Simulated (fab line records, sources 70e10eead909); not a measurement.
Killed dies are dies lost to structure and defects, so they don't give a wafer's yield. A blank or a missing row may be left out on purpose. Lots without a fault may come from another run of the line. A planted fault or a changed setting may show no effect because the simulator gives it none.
fab line records | flow nand_harc
record lots=13 wafers=39 last_day=34
route steps=1302 shown P_GATE@122 END@1302
lots that met no fault: from a run of the same line without faults
start_h: hours from the record's first day to the start of the lot's first wafer shown | wait_h: hours since the lot's step before | " the same as in the row above | L1.1+2: a row that stands for several wafers | - no value, or no start given | * or withheld: withheld | < > ~ a bound
route shown NAME@n: a module of which the file shows steps, and the number in the route of the first | usual: mean/standard deviation of fault-free wafers | same: alike in all rows | chamber/n: place in a boat | sites: the reading at each site | _std_site: their standard deviation | _edge_site: outer sites' mean less inner sites' | radius_mm: how far each site lies from the wafer's centre | mask NAME#n: copy n | behind: the tool/chamber that last shaped the wafer | hold: why the lot was held/for how many hours/how that ended | device: the transistor (n, p or np) that didn't switch | end of line: the same wafers' tests at the end of the route | a step without rows: its recipe alone | killed: dies lost to structure and defects at the first sort, not the wafer's yield | map: a wafer's dies, x killed, . not, _ none there
set.NAME: the setting as run; set.NAME@STEP: as run at that earlier step | model.NAME: the simulator's own value behind a step, which no gauge read
steps of the route over a sample of lots; a table a step, a row a wafer
services: from which hour (start_h, from the record's first day; less than 0 if before it) a tool's chamber was out of use, for how many hours, and why
## steps
# step NHARC_P_GATE_CD_MEAS_11
# recipe target_cd_nm=1640 landing_energy_ev=500
# usual cd_nm=1639.7/2.4
# columns lot.wafer tool chamber start_h wait_h cd_nm
L835.1 cd_sem-03 0 81.96 - 1642.1
L835.4 " 0 " " 1643.0
L835.6 " 0 " " 1638.2
L837.1 cd_sem-02 0 100.81 - 1641.0
L837.2 " 0 " " 1639.3
L837.5 " 0 " " 1637.6
L838.4 cd_sem-03 0 109.07 - 1640.1
L838.5 " 0 " " 1641.1
L838.6 " 0 " " 1640.0
L839.3 cd_sem-02 0 124.51 - 1640.6
L839.5 " 0 " " 1643.0
L839.6 " 0 " " 1640.3
L840.2 cd_sem-01 0 132.15 - 1637.0
L840.4 " 0 " " 1639.2
L840.5 " 0 " " 1636.8
L842.2 cd_sem-03 0 149.80 - 1637.7
L842.5 " 0 " " 1636.4
L842.6 " 0 " " 1638.7
L843.1 cd_sem-03 0 168.06 - 1637.0
L843.2 " 0 " " 1637.9
L843.4 " 0 " " 1636.5
L845.2 cd_sem-02 0 187.27 - 1637.5
L845.3 " 0 " " 1634.4
L845.6 " 0 " " 1634.1
L846.1 cd_sem-03 0 195.33 - 1642.3
L846.3 " 0 " " 1639.1
L846.4 " 0 " " 1640.2
L855.1 cd_sem-02 0 279.15 - 1643.1
L855.2 " 0 " " 1641.0
L855.5 " 0 " " 1639.8
L856.3 cd_sem-03 0 288.96 - 1644.3
L856.4 " 0 " " 1643.3
L856.6 " 0 " " 1642.5
L857.1 cd_sem-02 0 302.62 - 1638.3
L857.2 " 0 " " 1640.6
L857.6 " 0 " " 1637.4
L858.2 cd_sem-02 0 308.99 - 1638.4
L858.5 " 0 " " 1636.3
L858.6 " 0 " " 1638.9
# step NHARC_P_GATE_EXPOSE_56
# recipe na=0.6 target_cd_nm=720 dose_mj=14.81 mask_id=P_PSD
# columns lot.wafer tool chamber start_h wait_h mask
L835.1+4+6 krf_scanner-02 0 111.42 - P_PSD#0
L837.1+2+5 krf_scanner-04 0 128.46 - P_PSD#0
L838.4+5+6 krf_scanner-02 0 140.35 - P_PSD#0
L839.3+5+6 krf_scanner-03 0 155.52 - P_PSD#0
L840.2+4+5 krf_scanner-04 0 159.34 - P_PSD#0
L842.2+5+6 krf_scanner-02 0 178.31 - P_PSD#0
L843.1+2+4 krf_scanner-04 0 197.35 - P_PSD#0
L845.2+3+6 krf_scanner-04 0 217.36 - P_PSD#0
L846.1+3+4 krf_scanner-02 0 223.04 - P_HVN#0
L855.1+2+5 krf_scanner-03 0 306.38 - P_PSD#0
L856.3+4+6 krf_scanner-02 0 318.65 - P_PSD#0
L857.1+2+6 krf_scanner-04 0 333.85 - P_PSD#0
L858.2+5+6 krf_scanner-03 0 336.89 - P_PSD#0
# step NHARC_P_GATE_CD_MEAS_59
# recipe target_cd_nm=720 landing_energy_ev=500
# usual cd_nm=719.9/1.6
# columns lot.wafer tool chamber start_h wait_h cd_nm
L835.1 cd_sem-01 0 111.58 - 720.0
L835.4 " 0 " " 721.9
L835.6 " 0 " " 720.6
L837.1 cd_sem-01 0 128.61 - 719.7
L837.2 " 0 " " 722.6
L837.5 " 0 " " 718.8
L838.4 cd_sem-03 0 140.50 - 719.8
L838.5 " 0 " " 717.6
L838.6 " 0 " " 720.6
L839.3 cd_sem-01 0 155.67 - 719.1
L839.5 " 0 " " 721.0
L839.6 " 0 " " 719.2
L840.2 cd_sem-03 0 159.49 - 721.5
L840.4 " 0 " " 724.1
L840.5 " 0 " " 721.1
L842.2 cd_sem-02 0 178.46 - 719.7
L842.5 " 0 " " 719.7
L842.6 " 0 " " 717.7
L843.1 cd_sem-02 0 197.50 - 721.5
L843.2 " 0 " " 715.8
L843.4 " 0 " " 716.7
L845.2 cd_sem-02 0 217.51 - 720.7
L845.3 " 0 " " 722.8
L845.6 " 0 " " 718.5
L846.1 cd_sem-01 0 223.19 - -
L846.3 " 0 " " -
L846.4 " 0 " " -
L855.1 cd_sem-02 0 306.54 - 718.3
L855.2 " 0 " " 720.4
L855.5 " 0 " " 721.5
L856.3 cd_sem-03 0 318.80 - 717.8
L856.4 " 0 " " 717.8
L856.6 " 0 " " 721.1
L857.1 cd_sem-03 0 334.00 - 720.7
L857.2 " 0 " " 717.2
L857.6 " 0 " " 721.4
L858.2 cd_sem-01 0 337.04 - 721.3
L858.5 " 0 " " 718.3
L858.6 " 0 " " 717.9
# step NHARC_P_GATE_STRIP_112
# recipe power_w=1500 temp_c=110 time_s=200 chemistry=N2/H2
# usual drypump_motor_current_A=5.85/0.24 heater_power_w=85/8.1
# columns lot.wafer tool chamber start_h wait_h drypump_motor_current_A heater_power_w rf_hours_counter_h
L835.1 plasma_asher-01 0 112.16 0.2 5.98 96 25
L835.4 " 1 " " 6.12 77 -
L835.6 " 1 " " 6.11 76 -
L837.2 plasma_asher-02 1 129.15 0.2 5.83 86 7
L837.1 " 0 " " 5.46 85 7
L837.5 " 1 " " 5.84 87 -
L838.4 plasma_asher-02 1 141.10 0.2 5.84 86 -
L838.5 " 1 " " 5.85 84 -
L838.6 " 0 " " 5.43 87 -
L839.3 plasma_asher-01 0 156.30 0.2 5.97 98 -
L839.6 " 0 " " 5.97 93 -
L839.5 " 1 " " 6.11 77 -
L840.2 plasma_asher-01 0 160.02 0.2 5.96 96 34
L840.4 " 0 " " 5.96 93 -
L840.5 " 1 " " 6.08 76 -
L842.2 plasma_asher-02 0 178.99 0.2 5.45 89 20
L842.6 " 0 " " 5.47 86 -
L842.5 " 1 " " 5.82 87 -
L843.2 plasma_asher-02 0 198.03 0.2 5.46 89 23
L843.1 " 1 " " 5.82 84 23
L843.4 " 1 " " 5.84 86 -
L845.2 plasma_asher-01 0 218.06 0.2 5.97 94 8
L845.3 " 0 " " 6.00 94 -
L845.6 " 1 " " 6.09 72 -
L846.1 plasma_asher-02 1 223.72 0.2 5.81 86 28
L846.4 " 1 " " 5.82 87 -
L846.3 " 0 " " 5.45 86 -
L855.1 plasma_asher-02 1 307.07 0.2 5.78 85 10
L855.2 " 0 " " 5.46 91 10
L855.5 " 1 " " 5.80 84 -
L856.4 plasma_asher-01 1 319.41 0.2 6.12 74 -
L856.3 " 0 " " 5.93 95 -
L856.6 " 0 " " 5.95 92 -
L857.1 plasma_asher-01 1 334.53 0.2 6.08 71 32
L857.2 " 0 " " 5.99 93 32
L857.6 " 0 " " 5.96 92 -
L858.2 plasma_asher-02 1 337.61 0.2 5.81 85 16
L858.6 " 0 " " 5.45 90 -
L858.5 " 1 " " 5.81 84 -
# step NHARC_P_GATE_DEGAS_109
# recipe temp_c=300 time_s=60
# usual heater_power_w=461/44
# columns lot.wafer tool chamber start_h wait_h heater_power_w
L835.4 pvd_sputter-03 - 115.28 0.1 423
L835.1 " - " " 518
L835.6 " - " " 478
L837.1 pvd_sputter-03 - 132.46 0.1 401
L837.2 " - " " 469
L837.5 " - " " 390
L838.4 pvd_sputter-01 - 144.20 0.1 480
L838.5 " - " " 385
L838.6 " - " " 392
L839.3 pvd_sputter-02 - 159.39 0.1 502
L839.6 " - " " 493
L839.5 " - " " 450
L840.4 pvd_sputter-03 - 163.21 0.1 396
L840.2 " - " " 466
L840.5 " - " " 518
L842.2 pvd_sputter-03 - 182.29 0.1 512
L842.6 " - " " 447
L842.5 " - " " 501
L843.1 pvd_sputter-01 - 201.21 0.1 463
L843.4 " - " " 369
L843.2 " - " " 394
L845.2 pvd_sputter-01 - 221.35 0.1 394
L845.3 " - " " 468
L845.6 " - " " 392
L846.1 pvd_sputter-03 - 227.01 0.1 435
L846.4 " - " " 500
L846.3 " - " " 407
L855.1 pvd_sputter-03 - 310.41 0.1 411
L855.2 " - " " 470
L855.5 " - " " 396
L856.3 pvd_sputter-02 - 322.68 0.1 491
L856.4 " - " " 487
L856.6 " - " " 490
L857.1 pvd_sputter-02 - 338.29 0.1 466
L857.2 " - " " 512
L857.6 " - " " 490
L858.2 pvd_sputter-02 - 340.87 0.1 444
L858.5 " - " " 465
L858.6 " - " " 508
# step NHARC_END_SORT_01
# recipe temp_c=25
# usual killed_at_array=57/18 killed_at_other=0.8/1 killed_at_periphery=3.9/2.8 killed_dies=62/18 killed_open=3.4/1.8 killed_short=2.2/1.6
# same gross_dies=677
# columns lot.wafer tool chamber start_h wait_h hold killed_at_array killed_at_other killed_at_periphery killed_dies killed_open killed_short
L837.1 prober-01 0 603.39 2.5 - 72 0 1 73 6 0
L837.2 prober-01 0 604.20 2.8 - 57 0 3 60 6 1
L837.5 prober-01 0 606.61 3.7 - 66 1 2 69 1 3
L840.2 prober-02 0 623.29 2.8 - 87 0 6 93 7 3
L840.4 prober-02 0 624.87 3.4 - 88 0 10 98 3 1
L840.5 prober-02 0 625.66 3.7 - 76 0 12 88 3 1
L845.2 prober-01 0 669.91 2.8 - 61 0 2 63 0 2
L845.3 prober-01 0 670.71 3.1 - 51 1 1 53 1 2
L845.6 prober-01 0 673.11 4.0 - 57 3 1 61 1 2
L846.1 prober-01 0 676.93 2.5 await_dispo/1.6h/scrap 16 0 661 677 5 0
L846.3 prober-01 0 678.53 3.1 await_dispo/1.6h/scrap 14 1 662 677 4 4
L846.4 prober-01 0 679.32 3.4 await_dispo/1.6h/scrap 23 1 653 677 9 3
L855.1 prober-02 0 775.67 2.5 - 51 0 1 52 2 2
L855.2 prober-02 0 776.49 2.8 - 56 2 1 59 4 1
L855.5 prober-02 0 778.94 3.8 - 58 2 5 65 2 5
L856.3 prober-01 0 783.77 3.1 - 35 0 10 45 3 4
L856.4 prober-01 0 784.55 3.3 - 44 0 10 54 3 3
L856.6 prober-01 0 786.12 3.9 - 26 1 8 35 3 5
# killed by level:class
L837.1 A_SLIT:chamber_film_flake=33 A_CHANNEL_HOLE_D2:chamber_film_flake=25 A_CHANNEL_HOLE_D1:chamber_film_flake=3 A_DECK1_JOINT:chamber_film_flake=3 A_M0:geometric_particle:open=2 A_STAIRCASE:chamber_film_flake=2 P_M0:geometric_particle:open=1 A_DECK1_JOINT:geometric_particle:open=1
L837.2 A_CHANNEL_HOLE_D2:chamber_film_flake=27 A_SLIT:chamber_film_flake=22 A_M0:geometric_particle:open=2 A_STAIRCASE:chamber_film_flake=2 P_GATE:geometric_particle:short=1 P_GATE:geometric_particle:open=1 A_ONON_D1:geometric_particle:open=1 A_CHANNEL_FILL_D1:geometric_particle:open=1
L837.5 A_CHANNEL_HOLE_D2:chamber_film_flake=36 A_SLIT:chamber_film_flake=15 A_CHANNEL_HOLE_D1:chamber_film_flake=4 A_CHANNEL_FILL_D2:chamber_film_flake=4 A_CONTACT:chamber_film_flake=3 A_STAIRCASE:chamber_film_flake=2 P_CONTACT:geometric_particle:open=1 A_CHANNEL_FILL_D1:geometric_particle:short=1
L840.2 A_CHANNEL_HOLE_D1:chamber_film_flake=34 A_SLIT:chamber_film_flake=21 A_CHANNEL_HOLE_D2:chamber_film_flake=7 A_STAIRCASE:chamber_film_flake=6 A_CHANNEL_FILL_D1:chamber_film_flake=4 A_CONTACT:chamber_film_flake=4 A_CHANNEL_FILL_D2:chamber_film_flake=3 P_M0:geometric_particle:open=2
L840.4 A_CHANNEL_HOLE_D1:chamber_film_flake=32 A_SLIT:chamber_film_flake=23 A_CHANNEL_HOLE_D2:chamber_film_flake=9 A_CONTACT:chamber_film_flake=7 A_STAIRCASE:chamber_film_flake=6 P_STI:chamber_film_flake=4 A_CHANNEL_FILL_D1:chamber_film_flake=4 P_BONDPAD:chamber_film_flake=3
L840.5 A_SLIT:chamber_film_flake=30 A_CHANNEL_HOLE_D1:chamber_film_flake=26 A_STAIRCASE:chamber_film_flake=7 P_ZERO_WELL:chamber_film_flake=5 A_CHANNEL_HOLE_D2:chamber_film_flake=5 A_CONTACT:chamber_film_flake=5 P_STI:chamber_film_flake=2 P_GATE:chamber_film_flake=2
L845.2 A_CHANNEL_HOLE_D1:chamber_film_flake=32 A_CHANNEL_HOLE_D2:chamber_film_flake=18 A_CONTACT:chamber_film_flake=7 A_CHANNEL_FILL_D1:geometric_particle:short=1 A_WL_FILL:geometric_particle:short=1 P_ZERO_WELL:chamber_film_flake=1 P_STI:chamber_film_flake=1 A_STAIRCASE:chamber_film_flake=1
L845.3 A_CHANNEL_HOLE_D1:chamber_film_flake=31 A_CHANNEL_HOLE_D2:chamber_film_flake=11 A_CONTACT:chamber_film_flake=3 A_WL_FILL:chamber_film_flake=2 A_CHANNEL_FILL_D1:geometric_particle:short=1 A_WL_FILL:geometric_particle:short=1 A_CONTACT:geometric_particle:open=1 P_GATE:chamber_film_flake=1
L845.6 A_CHANNEL_HOLE_D1:chamber_film_flake=30 A_CHANNEL_HOLE_D2:chamber_film_flake=17 A_WL_FILL:chamber_film_flake=3 A_CONTACT:chamber_film_flake=3 THIN_TSV:chamber_film_flake=3 P_M2:geometric_particle:short=1 A_DECK1_JOINT:geometric_particle:open=1 A_CHANNEL_FILL_D2:geometric_particle:short=1
L846.1 P_GATE:area_expose=660 A_CHANNEL_HOLE_D1:chamber_film_flake=5 A_CONTACT:chamber_film_flake=3 A_M0:geometric_particle:open=2 A_SLIT:chamber_film_flake=2 P_M1:geometric_particle:open=1 A_CONTACT:geometric_particle:open=1 A_BLC:geometric_particle:open=1
L846.3 P_GATE:area_expose=662 A_CHANNEL_HOLE_D1:chamber_film_flake=4 A_CHANNEL_HOLE_D1:geometric_particle:open=1 A_CHANNEL_FILL_D1:geometric_particle:short=1 A_DECK1_JOINT:geometric_particle:short=1 A_DECK1_JOINT:geometric_particle:open=1 A_CHANNEL_HOLE_D2:geometric_particle:open=1 A_SGD_CUT:geometric_particle:open=1
L846.4 P_GATE:area_expose=650 A_CHANNEL_HOLE_D1:chamber_film_flake=7 A_CONTACT:chamber_film_flake=3 A_WL_FILL:geometric_particle:open=2 A_SLIT:chamber_film_flake=2 P_GATE:geometric_particle:open=1 P_M0:geometric_particle:open=1 A_ONON_D1:geometric_particle:open=1
L855.1 A_SLIT:chamber_film_flake=20 A_CHANNEL_HOLE_D1:chamber_film_flake=9 A_STAIRCASE:chamber_film_flake=5 A_CHANNEL_FILL_D2:chamber_film_flake=3 A_CONTACT:chamber_film_flake=3 A_WL_FILL:geometric_particle:short=2 A_DECK1_JOINT:chamber_film_flake=2 A_CHANNEL_HOLE_D2:chamber_film_flake=2
L855.2 A_SLIT:chamber_film_flake=27 A_CHANNEL_HOLE_D1:chamber_film_flake=10 A_STAIRCASE:chamber_film_flake=5 A_CHANNEL_FILL_D2:chamber_film_flake=4 A_CONTACT:chamber_film_flake=3 A_CHANNEL_FILL_D1:chamber_film_flake=2 THIN_TSV:chamber_film_flake=2 P_M1:geometric_particle:open=1
L855.5 A_SLIT:chamber_film_flake=34 A_CHANNEL_HOLE_D1:chamber_film_flake=5 A_STAIRCASE:chamber_film_flake=5 A_CHANNEL_FILL_D1:chamber_film_flake=2 A_DECK1_JOINT:chamber_film_flake=2 A_CHANNEL_HOLE_D2:chamber_film_flake=2 A_CHANNEL_FILL_D2:chamber_film_flake=2 THIN_TSV:chamber_film_flake=2
L856.3 A_CHANNEL_HOLE_D1:chamber_film_flake=15 A_SLIT:chamber_film_flake=8 A_CONTACT:chamber_film_flake=6 P_GATE:chamber_film_flake=4 P_M1:chamber_film_flake=2 A_CHANNEL_HOLE_D2:chamber_film_flake=2 P_GATE:geometric_particle:short=1 P_CONTACT:geometric_particle:open=1
L856.4 A_CHANNEL_HOLE_D1:chamber_film_flake=18 A_CONTACT:chamber_film_flake=10 A_SLIT:chamber_film_flake=8 P_M1:chamber_film_flake=5 P_GATE:chamber_film_flake=3 A_STAIRCASE:chamber_film_flake=3 P_M0:geometric_particle:open=2 A_ONON_D1:geometric_particle:short=1
L856.6 A_CHANNEL_HOLE_D1:chamber_film_flake=8 P_M1:chamber_film_flake=6 A_STAIRCASE:chamber_film_flake=3 A_SLIT:chamber_film_flake=3 A_CONTACT:chamber_film_flake=3 P_CONTACT:geometric_particle:short=1 A_ONON_D1:geometric_particle:short=1 A_DECK1_JOINT:geometric_particle:short=1
## services
# columns tool chamber start_h hours kind
pvd_sputter-02 - 87.84 15.0 repair
krf_scanner-02 - 94.00 4.0 pm
plasma_asher-02 - 98.01 2.4 repair
pvd_sputter-02 - 104.00 10.0 pm
pvd_sputter-01 - 110.13 5.4 repair
pvd_sputter-03 - 117.06 0.8 repair
krf_scanner-04 - 142.36 0.7 repair
pvd_sputter-01 - 147.10 2.9 repair
plasma_asher-01 - 165.07 9.0 pm
pvd_sputter-03 - 170.03 10.0 pm
krf_scanner-04 - 182.00 4.0 pm
krf_scanner-02 - 192.68 20.6 repair
plasma_asher-02 - 218.38 1.0 repair
pvd_sputter-03 - 220.18 1.7 repair
krf_scanner-02 - 220.44 1.0 repair
pvd_sputter-02 - 228.53 0.8 repair
plasma_asher-01 - 241.89 0.8 repair
plasma_asher-02 - 249.00 9.0 pm
krf_scanner-02 - 266.00 4.0 pm
pvd_sputter-02 - 282.00 10.0 pm
plasma_asher-01 - 316.57 1.7 repair
krf_scanner-04 - 325.06 1.4 repair
krf_scanner-02 - 333.20 1.0 repair
pvd_sputter-03 - 336.03 5.3 repair
## key
first_sign step=NHARC_P_GATE_EXPOSE_56 reading=mask direction=changed
effect step=NHARC_P_GATE_CD_MEAS_59 reading=cd_nm direction=missing
effect step=NHARC_END_SORT_01 reading=killed_at_periphery direction=up sigmas=99+ usual=3.9 struck=658.7
more_kills_born_at NHARC_P_GATE_EXPOSE_56@krf_scanner-02=1972
met_at NHARC_P_GATE_EXPOSE_56
struck_lots L846
later_rows_left_out L846.1,L846.3,L846.4
tester_left_out L846
not_acting_at NHARC_P_GATE_CD_MEAS_11,NHARC_P_GATE_STRIP_112,NHARC_P_GATE_DEGAS_109
onset_between 178.31 223.04
fault kind=wrong_mask tool=any chamber=- onset_h=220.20 steps=NHARC_P_GATE_EXPOSE_56 aux_copy=P_HVN#0 scope=struck_lots_only
# tester_left_out: of these lots the tester's yield and bins aren't shown, on N5 and GAA mostly nor the transistor test; their killed dies are dies lost to structure and defects alone, not to doping, threshold or leakage, so they don't give the yield
# later_rows_left_out: the simulator's readings of these wafers behind a module that went badly wrong aren't trusted and aren't shown, but for the sort
